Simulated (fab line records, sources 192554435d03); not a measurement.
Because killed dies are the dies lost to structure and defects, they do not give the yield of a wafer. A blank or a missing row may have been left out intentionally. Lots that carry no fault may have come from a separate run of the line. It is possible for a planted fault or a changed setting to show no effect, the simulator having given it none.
fab line records	flow n5-finfet
record: lots: 7	wafers: 21	last-day: 16
route steps=1938 shown HKMG_FIN@445 BEOL_M4@1111 PASSIVATION@1936
lots with no fault: from the same line, run without faults
start-h: hours from the record's first day to the start of the lot's first wafer shown	wait-h: hours elapsed since this lot's preceding step	" repeats the value in the row above	L1.1+2: one row covering several wafers at once	- value missing, or start not given	* or withheld: withheld	< > ~ a bound
route shown NAME@n: names a module that has steps shown in the file, with the first one's number in the route	usual: mean/standard deviation of fault-free wafers	same: alike in all rows	chamber/n: place in a boat	sites: readings site by site	_std_site: standard deviation of those values	_edge_site: outer sites' mean less inner sites'	radius-mm: how far each site lies from the wafer's centre	mask NAME#n: copy n	behind: the last tool/chamber to shape the wafer	hold: why the lot was held/for how many hours/how that ended	device: names the non-switching transistor (n, p or np)	end of line: the same wafers' tests at the end of the route	where a step has no rows: the recipe by itself	killed: not the wafer's yield, but the dies lost to structure and defects at the first sort	map: shows each die of a wafer: x if killed, . if not, _ if none is there
set.NAME: the setting as run; set.NAME@STEP: as run at that earlier step	model.NAME: the simulator's own value behind a step, which no gauge read
lots at some steps of the route; a table a step, a row a wafer
services: a tool's chamber out of use, with start hour (start-h, from the record's first day; less than 0 if before it), hours out, and reason
== steps ==
step: N5_HKMG_FIN_STRIP_89
recipe: chemistry: N2/H2	material: SOC	time-s: 20	power-w: 500	temp-c: 40	pressure-mtorr: 50	rf-frequency-hz: 6e+07	bias-power-w: 8	h2-frac: 0.5	n2-flow-sccm: 300	h2-flow-sccm: 300
step: N5_HKMG_FIN_WET_ETCH_87
recipe: chemistry: SC1	target: TiN	mix: 1:2:40	temp-c: 50	time-s: 154.2	target-depth-nm: 4.7	dry: ipa-marangoni	rinse-time-s: 30	rinse-temp-c: 23
step: N5_HKMG_FIN_STRIP_88
recipe: chemistry: N2/H2	power-w: 2500	temp-c: 300	h2-frac: 0.65	time-s: 360	pressure-mtorr: withheld	n2-flow-sccm: 1750	h2-flow-sccm: 3250
usual: drypump-motor-current-A: 6.0/0.52	heater-power-w: 461/46	n2-flow-sccm: 1751/5.5	temp-c: 300.00/0.2
lot.wafer	tool	chamber	start-h	wait-h	drypump-motor-current-A	heater-power-w	n2-flow-sccm	rf-hours-counter-h	temp-c
L421.1	plasma-asher-01	1	87.24	0.0	5.6	520	1747	88	300.00
L421.4	"	1	"	"	5.6	535	1747	-	300.12
L421.6	"	0	"	"	6.6	445	1756	-	299.94
L422.1	plasma-asher-01	1	96.09	0.0	5.6	521	1753	90	299.78
L422.2	"	0	"	"	6.5	439	1748	90	300.16
L422.3	"	1	"	"	5.5	503	1754	-	300.28
L423.2	plasma-asher-01	1	115.92	0.0	5.5	536	1751	92	299.98
L423.5	"	0	"	"	6.5	444	1752	-	299.91
L423.6	"	1	"	"	5.6	527	1757	-	299.93
L424.1	plasma-asher-01	1	116.74	0.0	5.6	528	1756	93	299.66
L424.3	"	1	"	"	5.6	527	1755	-	299.91
L424.4	"	0	"	"	6.5	451	1750	-	299.75
L425.1	plasma-asher-02	1	119.19	0.0	5.4	421	1747	44	300.03
L425.4	"	1	"	"	5.4	410	1739	-	300.03
L425.5	"	0	"	"	6.6	408	1753	-	299.96
L435.1	plasma-asher-02	1	174.44	0.0	5.4	416	1753	56	299.81
L435.5	"	0	"	"	6.6	413	1751	-	300.28
L435.6	"	1	"	"	5.5	421	1752	-	300.06
L438.2	plasma-asher-01	0	192.22	0.0	6.5	443	1753	111	300.11
L438.4	"	1	"	"	5.6	535	1755	-	299.98
L438.5	"	1	"	"	5.6	529	1746	-	300.39
step: N5_HKMG_FIN_NWFM_ALD_20
recipe: material: TiAlC	target-thk-a: 20	temp-c: 300	ald-precursor-family: TiCl4	ald-co-reactant: TEA	pulse-time-s: 3	purge-time-s: 2	co-reactant-purge-time-s: 2	co-reactant-pulse-time-s: 10	ald-cycles: 7	pressure-torr: 3
step: N5_HKMG_FIN_ALD_71
recipe: material: TiN	target-thk-a: 10	temp-c: 400	ald-precursor-family: TiCl4	ald-co-reactant: NH3	pulse-time-s: 1	purge-time-s: 3	co-reactant-purge-time-s: 2	co-reactant-pulse-time-s: 2	ald-cycles: 47	pressure-torr: 3
usual: chamber-pressure-Torr: 3.000/0.0065	heater-power-w: 937/78	precursor-pulse-height-rel: 0.999/0.02
same: ald-cycles: 47
lot.wafer	tool	chamber	start-h	wait-h	chamber-pressure-Torr	heater-power-w	precursor-pulse-height-rel
L421.1	ald-metal-03	1	87.73	0.0	3.000	1012	1.007
L421.4	"	3	"	"	3.001	1010	1.002
L421.6	"	0	"	"	3.007	1001	1.026
L422.1	ald-metal-03	2	96.58	0.0	3.007	948	0.962
L422.2	"	3	"	"	2.995	1028	0.970
L422.3	"	0	"	"	2.992	965	0.989
L423.2	ald-metal-03	2	116.41	0.0	2.993	950	0.984
L423.5	"	2	"	"	2.999	931	1.025
L423.6	"	3	"	"	2.996	1015	1.001
L424.1	ald-metal-02	0	117.23	0.0	3.001	824	0.955
L424.3	"	2	"	"	3.000	897	1.018
L424.4	"	1	"	"	3.000	806	0.991
L425.1	ald-metal-03	2	119.67	0.0	3.002	946	0.993
L425.4	"	3	"	"	2.990	1022	1.002
L425.5	"	3	"	"	2.983	963	1.016
L435.1	ald-metal-02	1	174.93	0.0	3.003	831	0.968
L435.5	"	2	"	"	2.992	900	0.994
L435.6	"	3	"	"	3.001	1013	0.966
L438.2	ald-metal-01	3	192.70	0.0	2.996	777	1.023
L438.4	"	2	"	"	2.997	857	1.042
L438.5	"	2	"	"	2.990	872	1.023
step: N5_HKMG_FIN_COAT_66
recipe: resist: SOC	temp-c: 250	time-s: 60	spin-rpm: 1500	resist-thk-nm: 300
step: N5_HKMG_FIN_ETCH_67
recipe: chemistry: N2/H2	target: SOC	target-depth-a: 3889	stop-on: TiN	ion-energy-ev: 100	bias-w: 61	pressure-mtorr: 30	source-w: 850	n2-flow-sccm: 200	h2-flow-sccm: 200
step: N5_HKMG_FIN_STRIP_90
recipe: chemistry: N2/H2	material: SOC	time-s: 20	power-w: 500	temp-c: 40	pressure-mtorr: 50	rf-frequency-hz: 6e+07	bias-power-w: 8	h2-frac: 0.5	n2-flow-sccm: 300	h2-flow-sccm: 300
step: N5_HKMG_FIN_WET_ETCH_73
recipe: chemistry: SC1	mix: 1:2:40	temp-c: 50	time-s: 42.3	target-depth-nm: 1.3	dry: ipa-marangoni	rinse-time-s: 30	rinse-temp-c: 23
step: N5_HKMG_FIN_ETCHBACK_68
recipe: chemistry: Cl2/Ar	stop-on: HfO2	target-depth-a: 5	pressure-mtorr: 10	icp-w: 600	bias-w: 60	Cl2_flow_sccm: 40	Ar_flow_sccm: 60
usual: chamber-pressure-mTorr: 10.000/0.011	drypump-motor-current-A: 5.6/0.4	he-backside-leak-sccm: 3.4/0.31	oes-product-au: 0.79/0.089	throttle-valve-pct: 20.79/0.16
lot.wafer	tool	chamber	start-h	wait-h	chamber-pressure-mTorr	drypump-motor-current-A	he-backside-leak-sccm	oes-product-au	rf-hours-counter-h	throttle-valve-pct
L421.1	rie-metal-01	0	88.28	0.0	10.007	5.3	3.5	0.91	10	20.78
L421.4	"	0	"	"	10.008	5.3	3.5	0.91	-	20.78
L421.6	"	1	"	"	10.000	5.3	3.4	0.88	-	20.71
L422.1	rie-metal-01	0	97.13	0.0	10.006	5.3	3.5	0.90	11	20.76
L422.2	"	1	"	"	9.989	5.2	3.2	0.88	14	20.73
L422.3	"	1	"	"	10.002	5.3	3.3	0.88	-	20.71
L423.2	rie-metal-01	0	116.97	0.0	10.000	5.3	3.5	0.88	13	20.78
L423.5	"	0	"	"	10.005	5.3	3.4	0.89	-	20.81
L423.6	"	1	"	"	9.997	5.3	3.1	0.86	-	20.73
L424.1	rie-metal-01	0	117.88	0.0	9.996	5.3	3.2	0.89	14	20.79
L424.3	"	1	"	"	10.011	5.3	3.1	0.86	-	20.74
L424.4	"	0	"	"	9.992	5.3	3.4	0.88	-	20.79
L425.1	rie-metal-02	0	120.23	0.0	10.024	5.6	3.4	0.76	42	20.67
L425.4	"	1	"	"	9.987	6.1	3.5	0.72	-	20.83
L425.5	"	0	"	"	9.997	5.6	3.5	0.76	-	20.67
L435.1	rie-metal-01	1	175.48	0.0	9.984	5.3	3.1	0.84	22	20.75
L435.5	"	0	"	"	10.003	5.4	3.5	0.86	-	20.81
L435.6	"	1	"	"	9.991	5.2	3.2	0.83	-	20.75
L438.2	rie-metal-01	1	193.26	0.0	10.009	5.3	3.1	0.83	25	20.73
L438.4	"	0	"	"	9.994	5.3	3.2	0.86	-	20.81
L438.5	"	1	"	"	9.990	5.3	3.4	0.83	-	20.75
step: N5_HKMG_FIN_STRIP_69
recipe: chemistry: N2/H2	power-w: 2500	temp-c: 300	h2-frac: 0.65	time-s: 360	pressure-mtorr: withheld	n2-flow-sccm: 1750	h2-flow-sccm: 3250
usual: drypump-motor-current-A: 6.0/0.54	heater-power-w: 453/44	n2-flow-sccm: 1750/4.9	temp-c: 300.01/0.19
lot.wafer	tool	chamber	start-h	wait-h	drypump-motor-current-A	heater-power-w	n2-flow-sccm	rf-hours-counter-h	temp-c
L421.1	plasma-asher-02	0	88.43	0.1	6.6	410	1745	38	300.16
L421.4	"	0	"	"	6.6	413	1746	-	300.07
L421.6	"	0	"	"	6.6	420	1746	-	300.06
L422.1	plasma-asher-02	0	97.28	0.1	6.6	411	1746	40	300.31
L422.2	"	1	"	"	5.4	428	1759	40	299.73
L422.3	"	0	"	"	6.7	413	1754	-	300.19
L423.2	plasma-asher-02	0	117.11	0.1	6.6	419	1748	44	300.26
L423.5	"	1	"	"	5.4	420	1753	-	300.23
L423.6	"	0	"	"	6.6	418	1750	-	300.00
L424.1	plasma-asher-02	0	118.02	0.1	6.6	420	1749	44	299.73
L424.3	"	1	"	"	5.4	423	1752	-	299.92
L424.4	"	0	"	"	6.6	419	1745	-	300.08
L425.1	plasma-asher-02	1	120.37	0.1	5.4	423	1746	45	299.90
L425.4	"	0	"	"	6.6	416	1747	-	299.86
L425.5	"	0	"	"	6.6	418	1748	-	299.91
L435.1	plasma-asher-02	0	175.63	0.1	6.6	429	1752	56	299.91
L435.5	"	0	"	"	6.6	420	1742	-	300.43
L435.6	"	1	"	"	5.4	417	1753	-	300.17
L438.2	plasma-asher-01	1	193.41	0.1	5.6	522	1746	112	299.67
L438.4	"	0	"	"	6.5	440	1743	-	299.88
L438.5	"	0	"	"	6.5	451	1758	-	299.81
step: N5_HKMG_FIN_ALD_21
recipe: material: TiN	target-thk-a: 15	temp-c: 400	ald-precursor-family: TiCl4	ald-co-reactant: NH3	pulse-time-s: 1	purge-time-s: 3	co-reactant-purge-time-s: 2	co-reactant-pulse-time-s: 2	ald-cycles: 68	pressure-torr: 3
usual: chamber-pressure-Torr: 3.000/0.006	heater-power-w: 921/88	precursor-pulse-height-rel: 1.003/0.02
same: ald-cycles: 68
lot.wafer	tool	chamber	start-h	wait-h	chamber-pressure-Torr	heater-power-w	precursor-pulse-height-rel
L421.1	ald-metal-01	1	88.81	0.3	2.998	1089	1.038
L421.4	"	0	"	"	2.992	930	1.031
L421.6	"	0	"	"	2.990	926	1.028
L422.1	ald-metal-01	1	97.66	0.3	2.997	1062	0.994
L422.2	"	3	"	"	2.999	756	0.994
L422.3	"	2	"	"	3.004	859	0.981
L423.2	ald-metal-03	2	117.49	0.3	2.995	947	0.994
L423.5	"	1	"	"	3.000	969	0.990
L423.6	"	0	"	"	3.002	984	1.006
L424.1	ald-metal-02	3	118.41	0.3	3.001	984	0.980
L424.3	"	1	"	"	2.995	814	1.016
L424.4	"	2	"	"	2.996	920	1.031
L425.1	ald-metal-02	2	120.75	0.3	2.996	910	0.992
L425.4	"	3	"	"	3.011	991	1.021
L425.5	"	2	"	"	3.000	934	0.998
L435.1	ald-metal-02	2	176.01	0.3	2.995	925	0.985
L435.5	"	2	"	"	3.003	890	1.004
L435.6	"	1	"	"	3.010	814	0.968
L438.2	ald-metal-02	2	193.79	0.3	3.006	929	0.988
L438.4	"	0	"	"	2.998	833	1.004
L438.5	"	2	"	"	3.005	889	0.990
step: N5_HKMG_FIN_ALD_72
recipe: material: W	target-thk-a: 20	temp-c: 300	pressure-torr: 7.5	ald-precursor-family: WF6	ald-co-reactant: B2H6	pulse-time-s: 1	purge-time-s: 2	co-reactant-purge-time-s: 2	co-reactant-pulse-time-s: 3	ald-cycles: 7
usual: ald-cycles: 7/0	chamber-pressure-Torr: 7.502/0.015	heater-power-w: 495/46	precursor-pulse-height-rel: 1.000/0.021
lot.wafer	tool	chamber	start-h	wait-h	ald-cycles	chamber-pressure-Torr	heater-power-w	precursor-pulse-height-rel
L421.1	cvd-w-01	0	89.17	0.2	7	7.503	552	1.044
L421.4	"	1	"	"	7	7.514	523	0.997
L421.6	"	1	"	"	7	7.477	536	0.961
L422.1	cvd-w-02	1	98.02	0.2	7	7.482	464	0.970
L422.2	"	0	"	"	7	7.508	447	1.005
L422.3	"	1	"	"	7	7.500	462	1.013
L423.2	cvd-w-01	1	117.85	0.2	-	-	-	-
L423.5	"	1	"	"	-	-	-	-
L423.6	"	0	"	"	-	-	-	-
L424.1	cvd-w-02	1	118.77	0.2	-	-	-	-
L424.3	"	1	"	"	-	-	-	-
L424.4	"	0	"	"	-	-	-	-
L425.1	cvd-w-01	0	121.12	0.2	-	-	-	-
L425.4	"	0	"	"	-	-	-	-
L425.5	"	1	"	"	-	-	-	-
L435.1	cvd-w-01	0	176.37	0.2	7	7.498	569	0.980
L435.5	"	0	"	"	7	7.490	564	1.006
L435.6	"	1	"	"	7	7.507	529	1.020
L438.2	cvd-w-02	0	194.15	0.2	7	7.483	455	1.005
L438.4	"	1	"	"	7	7.498	473	0.988
L438.5	"	1	"	"	7	7.510	472	1.000
step: N5_HKMG_FIN_W_FILL_22
recipe: material: W	target-thk-a: 600	temp-c: 400	pressure-torr: 39.4	time-s: 18.2
step: N5_BEOL_M4_RC_MEAS_101
usual: DIBL_N: 36.2/1.2	DIBL_P: 36.3/1.3	IOFF_N: 0.155/0.019	IOFF_P: 0.210/0.029	ION_N: 677/8.6	ION_P: 465/6.8	SS_N: 71.4/0.48	SS_P: 73.2/0.53	VT_N: 249.9/2.4	VT_P: -250/3.2
lot.wafer	tool	chamber	start-h	wait-h	DIBL_N[mV/V]	DIBL_P[mV/V]	IOFF_N[nA/um]	IOFF_P[nA/um]	ION_N[uA/um]	ION_P[uA/um]	SS_N[mV/dec]	SS_P[mV/dec]	VT_N[mV]	VT_P[mV]
L421.1	prober-02	0	164.41	0.0	37.0	38.1	0.186	0.255	703	479	71.3	74.4	242.8	-246
L421.4	"	0	"	"	36.0	36.2	0.160	0.230	678	470	71.3	73.4	245.2	-247
L421.6	"	0	"	"	34.6	34.7	0.137	0.204	680	469	70.7	73.1	250.8	-249
L422.1	prober-01	0	187.68	0.0	33.5	33.4	0.115	0.167	666	460	70.0	72.9	253.5	-253
L422.2	"	0	"	"	36.2	37.8	0.177	0.238	681	471	71.1	73.6	249.4	-249
L422.3	"	0	"	"	34.9	35.6	0.138	0.198	680	468	70.9	73.4	252.1	-249
L435.1	prober-01	0	280.71	0.0	35.1	35.7	0.141	0.174	672	456	71.4	73.3	253.6	-255
L435.5	"	0	"	"	34.8	34.8	0.125	0.171	658	455	71.3	73.1	253.4	-255
L435.6	"	0	"	"	35.8	35.9	0.143	0.172	659	451	72.1	72.5	250.9	-257
L438.2	prober-02	0	285.07	0.2	35.9	36.4	0.171	0.222	679	466	71.4	73.7	246.4	-249
L438.4	"	0	"	"	34.9	35.4	0.147	0.206	673	465	71.1	73.6	248.3	-249
L438.5	"	0	"	"	34.3	34.5	0.136	0.191	675	464	71.1	72.9	251.9	-250
step: N5_PASSIVATION_PROBE_49
usual: defect-limited-yield: 91.2/1.4	killed_at_M0_to_M3: 34/10	killed_at_M4_up: 13/5.1	killed-at-contacts: 12/6.5	killed-at-front-end: 41/11	killed-at-other: 4/3.3	killed-dies: 104/16	killed-on-rim: 14/3.9	killed-open: 69/13	killed-short: 33/7	sort_bin_5_function: 5.1/0.91	sort_bin_6_memory: 3.3/0.69	sort-n-pass: 1076/16	sort-yield-pct: 91.2/1.4
same: gross-dies: 1180	killed-at-back-side: 0	sort_bin_4_leakage[%]: 0	sort_bin_8_speed[%]: 0
lot.wafer	tool	chamber	start-h	wait-h	defect-limited-yield[%]	killed_at_M0_to_M3	killed_at_M4_up	killed-at-contacts	killed-at-front-end	killed-at-other	killed-dies	killed-on-rim	killed-open	killed-short	sort_bin_5_function[%]	sort_bin_6_memory[%]	sort-n-pass	sort-yield-pct[%]
L423.2	prober-01	-	312.29	0.1	0	35	12	6	1125	2	1180	152	61	23	97.1	2.6	0	0
L423.5	prober-01	-	312.44	0.2	0	46	14	4	1114	2	1180	152	74	34	96.2	3.7	0	0
L423.6	prober-01	-	312.49	0.3	0	39	23	20	1096	2	1180	152	76	49	95.3	4.2	0	0
L424.1	prober-01	-	315.70	0.0	0	44	11	17	1108	0	1180	152	67	30	95.8	3.8	0	0
L424.3	prober-01	-	315.80	0.1	0	27	10	14	1129	0	1180	152	62	21	96.6	3.2	0	0
L424.4	prober-01	-	315.85	0.2	0	37	9	7	1126	1	1180	152	71	40	95.3	4.5	0	0
L425.1	prober-01	-	319.85	0.0	0	40	19	24	1096	1	1180	152	83	35	96.0	3.6	0	0
L425.4	prober-01	-	320.00	0.2	0	21	20	21	1114	4	1180	152	65	39	96.5	3.4	0	0
L425.5	prober-01	-	320.05	0.2	0	25	13	25	1107	10	1180	152	81	47	94.7	4.9	0	0
killed by level:class
L423.2 HKMG_FIN:area-ald=1096 BEOL_M2:geometric-particle:open=8 FIN_SAQP:geometric-particle:open=7 BEOL_M0_SAQP:geometric-particle:open=7 BEOL_M1:geometric-particle:open=7 MOL_CONTACT_COAG:geometric-particle:open=6 BEOL_M0_SAQP:geometric-particle:short=6 GATE_CUT:geometric-particle:short=5
L423.5 HKMG_FIN:area-ald=1072 FIN_SAQP:geometric-particle:short=11 BEOL_M2:geometric-particle:open=10 BEOL_M3:geometric-particle:open=9 BEOL_M1:geometric-particle:open=8 BEOL_M0_SAQP:geometric-particle:open=7 FIN_SAQP:geometric-particle:open=6 DUMMY_GATE:geometric-particle:open=6
L423.6 HKMG_FIN:area-ald=1053 MOL_CONTACT_COAG:geometric-particle:open=17 FIN_SAQP:geometric-particle:short=16 BEOL_M1:geometric-particle:open=13 FIN_SAQP:geometric-particle:open=10 BEOL_M0_SAQP:geometric-particle:short=9 BEOL_M4:geometric-particle:open=5 STARTING-WAFER:geometric-particle:open=5
L424.1 HKMG_FIN:area-ald=1078 MOL_CONTACT_COAG:geometric-particle:open=15 BEOL_M0_SAQP:geometric-particle:open=10 BEOL_M3:geometric-particle:open=9 BEOL_M0_SAQP:geometric-particle:short=8 STI_FIN_REVEAL:geometric-particle:open=7 BEOL_M2:geometric-particle:open=6 STI_FIN_REVEAL:geometric-particle:short=4
L424.3 HKMG_FIN:area-ald=1096 MOL_CONTACT_COAG:geometric-particle:open=14 STI_FIN_REVEAL:geometric-particle:open=10 BEOL_M3:geometric-particle:open=9 DUMMY_GATE:geometric-particle:open=6 BEOL_M0_SAQP:geometric-particle:short=6 BEOL_M2:geometric-particle:open=5 BEOL_M4:geometric-particle:open=4
L424.4 HKMG_FIN:area-ald=1068 STI_FIN_REVEAL:geometric-particle:open=24 BEOL_M0_SAQP:geometric-particle:open=14 STI_FIN_REVEAL:geometric-particle:short=10 BEOL_M0_SAQP:geometric-particle:short=9 GATE_CUT:geometric-particle:open=6 MOL_CONTACT_COAG:geometric-particle:open=5 BEOL_M2:geometric-particle:short=5
L425.1 HKMG_FIN:area-ald=1061 MOL_CONTACT_COAG:geometric-particle:open=18 BEOL_M4:geometric-particle:open=14 STI_FIN_REVEAL:geometric-particle:open=9 BEOL_M2:geometric-particle:open=9 BEOL_M1:geometric-particle:open=8 FIN_SAQP:geometric-particle:open=6 MOL_CONTACT_COAG:geometric-particle:short=6
L425.4 HKMG_FIN:area-ald=1074 MOL_CONTACT_COAG:geometric-particle:open=14 BEOL_M4:geometric-particle:open=13 GATE_CUT:geometric-particle:short=10 MOL_CONTACT_COAG:geometric-particle:short=7 BEOL_M0_SAQP:geometric-particle:short=6 FIN_SAQP:geometric-particle:open=5 FIN_SAQP:geometric-particle:short=5
L425.5 HKMG_FIN:area-ald=1052 MOL_CONTACT_COAG:geometric-particle:open=19 FIN_SAQP:geometric-particle:open=13 FIN_SAQP:geometric-particle:short=8 STI_FIN_REVEAL:geometric-particle:open=8 BEOL_M4:geometric-particle:open=8 BEOL_M2:geometric-particle:open=7 STARTING-WAFER:geometric-particle:short=7
map L423.2 (x killed, . not)
_________________xxxxxxxxxxxx________________
______________xxxxxxxxxxxxxxxxxx_____________
___________xxxxxxxxxxxxxxxxxxxxxxxx__________
__________xxxxxxxxxxxxxxxxxxxxxxxxxx_________
________xxxxxxxxxxxxxxxxxxxxxxxxxxxxxx_______
_______xxxxxxxxxxxxxxxxxxxxxxxxxxxxxxxx______
______xxxxxxxxxxxxxxxxxxxxxxxxxxxxxxxxxx_____
_____xxxxxxxxxxxxxxxxxxxxxxxxxxxxxxxxxxxx____
____xxxxxxxxxxxxxxxxxxxxxxxxxxxxxxxxxxxxxx___
___xxxxxxxxxxxxxxxxxxxxxxxxxxxxxxxxxxxxxxxx__
___xxxxxxxxxxxxxxxxxxxxxxxxxxxxxxxxxxxxxxxx__
__xxxxxxxxxxxxxxxxxxxxxxxxxxxxxxxxxxxxxxxxxx_
__xxxxxxxxxxxxxxxxxxxxxxxxxxxxxxxxxxxxxxxxxx_
_xxxxxxxxxxxxxxxxxxxxxxxxxxxxxxxxxxxxxxxxxxxx
_xxxxxxxxxxxxxxxxxxxxxxxxxxxxxxxxxxxxxxxxxxxx
_xxxxxxxxxxxxxxxxxxxxxxxxxxxxxxxxxxxxxxxxxxxx
_xxxxxxxxxxxxxxxxxxxxxxxxxxxxxxxxxxxxxxxxxxxx
_xxxxxxxxxxxxxxxxxxxxxxxxxxxxxxxxxxxxxxxxxxxx
_xxxxxxxxxxxxxxxxxxxxxxxxxxxxxxxxxxxxxxxxxxxx
_xxxxxxxxxxxxxxxxxxxxxxxxxxxxxxxxxxxxxxxxxxxx
_xxxxxxxxxxxxxxxxxxxxxxxxxxxxxxxxxxxxxxxxxxxx
__xxxxxxxxxxxxxxxxxxxxxxxxxxxxxxxxxxxxxxxxxx_
__xxxxxxxxxxxxxxxxxxxxxxxxxxxxxxxxxxxxxxxxxx_
___xxxxxxxxxxxxxxxxxxxxxxxxxxxxxxxxxxxxxxxx__
___xxxxxxxxxxxxxxxxxxxxxxxxxxxxxxxxxxxxxxxx__
____xxxxxxxxxxxxxxxxxxxxxxxxxxxxxxxxxxxxxx___
_____xxxxxxxxxxxxxxxxxxxxxxxxxxxxxxxxxxxx____
______xxxxxxxxxxxxxxxxxxxxxxxxxxxxxxxxxx_____
_______xxxxxxxxxxxxxxxxxxxxxxxxxxxxxxxx______
________xxxxxxxxxxxxxxxxxxxxxxxxxxxxxx_______
__________xxxxxxxxxxxxxxxxxxxxxxxxxx_________
___________xxxxxxxxxxxxxxxxxxxxxxxx__________
______________xxxxxxxxxxxxxxxxxx_____________
_________________xxxxxxxxxxxx________________
map L424.1 (x killed, . not)
_________________xxxxxxxxxxxx________________
______________xxxxxxxxxxxxxxxxxx_____________
___________xxxxxxxxxxxxxxxxxxxxxxxx__________
__________xxxxxxxxxxxxxxxxxxxxxxxxxx_________
________xxxxxxxxxxxxxxxxxxxxxxxxxxxxxx_______
_______xxxxxxxxxxxxxxxxxxxxxxxxxxxxxxxx______
______xxxxxxxxxxxxxxxxxxxxxxxxxxxxxxxxxx_____
_____xxxxxxxxxxxxxxxxxxxxxxxxxxxxxxxxxxxx____
____xxxxxxxxxxxxxxxxxxxxxxxxxxxxxxxxxxxxxx___
___xxxxxxxxxxxxxxxxxxxxxxxxxxxxxxxxxxxxxxxx__
___xxxxxxxxxxxxxxxxxxxxxxxxxxxxxxxxxxxxxxxx__
__xxxxxxxxxxxxxxxxxxxxxxxxxxxxxxxxxxxxxxxxxx_
__xxxxxxxxxxxxxxxxxxxxxxxxxxxxxxxxxxxxxxxxxx_
_xxxxxxxxxxxxxxxxxxxxxxxxxxxxxxxxxxxxxxxxxxxx
_xxxxxxxxxxxxxxxxxxxxxxxxxxxxxxxxxxxxxxxxxxxx
_xxxxxxxxxxxxxxxxxxxxxxxxxxxxxxxxxxxxxxxxxxxx
_xxxxxxxxxxxxxxxxxxxxxxxxxxxxxxxxxxxxxxxxxxxx
_xxxxxxxxxxxxxxxxxxxxxxxxxxxxxxxxxxxxxxxxxxxx
_xxxxxxxxxxxxxxxxxxxxxxxxxxxxxxxxxxxxxxxxxxxx
_xxxxxxxxxxxxxxxxxxxxxxxxxxxxxxxxxxxxxxxxxxxx
_xxxxxxxxxxxxxxxxxxxxxxxxxxxxxxxxxxxxxxxxxxxx
__xxxxxxxxxxxxxxxxxxxxxxxxxxxxxxxxxxxxxxxxxx_
__xxxxxxxxxxxxxxxxxxxxxxxxxxxxxxxxxxxxxxxxxx_
___xxxxxxxxxxxxxxxxxxxxxxxxxxxxxxxxxxxxxxxx__
___xxxxxxxxxxxxxxxxxxxxxxxxxxxxxxxxxxxxxxxx__
____xxxxxxxxxxxxxxxxxxxxxxxxxxxxxxxxxxxxxx___
_____xxxxxxxxxxxxxxxxxxxxxxxxxxxxxxxxxxxx____
______xxxxxxxxxxxxxxxxxxxxxxxxxxxxxxxxxx_____
_______xxxxxxxxxxxxxxxxxxxxxxxxxxxxxxxx______
________xxxxxxxxxxxxxxxxxxxxxxxxxxxxxx_______
__________xxxxxxxxxxxxxxxxxxxxxxxxxx_________
___________xxxxxxxxxxxxxxxxxxxxxxxx__________
______________xxxxxxxxxxxxxxxxxx_____________
_________________xxxxxxxxxxxx________________
== services ==
tool	chamber	start-h	hours	kind
cvd-w-01	-	91.26	0.6	repair
ald-metal-01	-	91.28	0.6	repair
plasma-asher-01	-	108.19	1.7	repair
rie-metal-02	0	129.10	1.5	repair
rie-metal-01	-	136.82	1.2	repair
rie-metal-02	1	138.88	2.5	repair
rie-metal-02	0	142.22	4.0	repair
cvd-w-01	-	152.84	6.9	pm
cvd-w-02	-	154.43	1.4	repair
rie-metal-02	-	175.48	15.6	pm
plasma-asher-02	-	178.96	28.1	pm
ald-metal-03	-	186.55	8.7	pm
rie-metal-02	-	191.08	4.3	pm
== key ==
first-sign: step: N5_HKMG_FIN_ALD_72	reading: tool-record	direction: missing
effect: step: N5_PASSIVATION_PROBE_49	reading: sort_bin_5_function	direction: up	sigmas: 99+	usual: 5.1	struck: 95.9
more-kills-born-at: N5_HKMG_FIN_ALD_72@cvd-w-01: 6408	N5_HKMG_FIN_ALD_72@cvd-w-02: 3242
met-at N5_HKMG_FIN_ALD_72
struck-wafers L423.2,L423.5,L423.6,L424.1,L424.3,L424.4,L425.1,L425.4,L425.5
later-rows-left-out L423.2,L423.5,L423.6,L424.1,L424.3,L424.4,L425.1,L425.4,L425.5
onset-between 98.02 117.85
fault: kind: skipped-step-whole	tool: cvd-w-01,cvd-w-02	chamber: -	onset-h: 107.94	steps: N5_HKMG_FIN_ALD_72	scope: struck-lots-only
later-rows-left-out: the simulator's readings of these wafers behind a module that went badly wrong aren't trusted and aren't shown, but for the sort
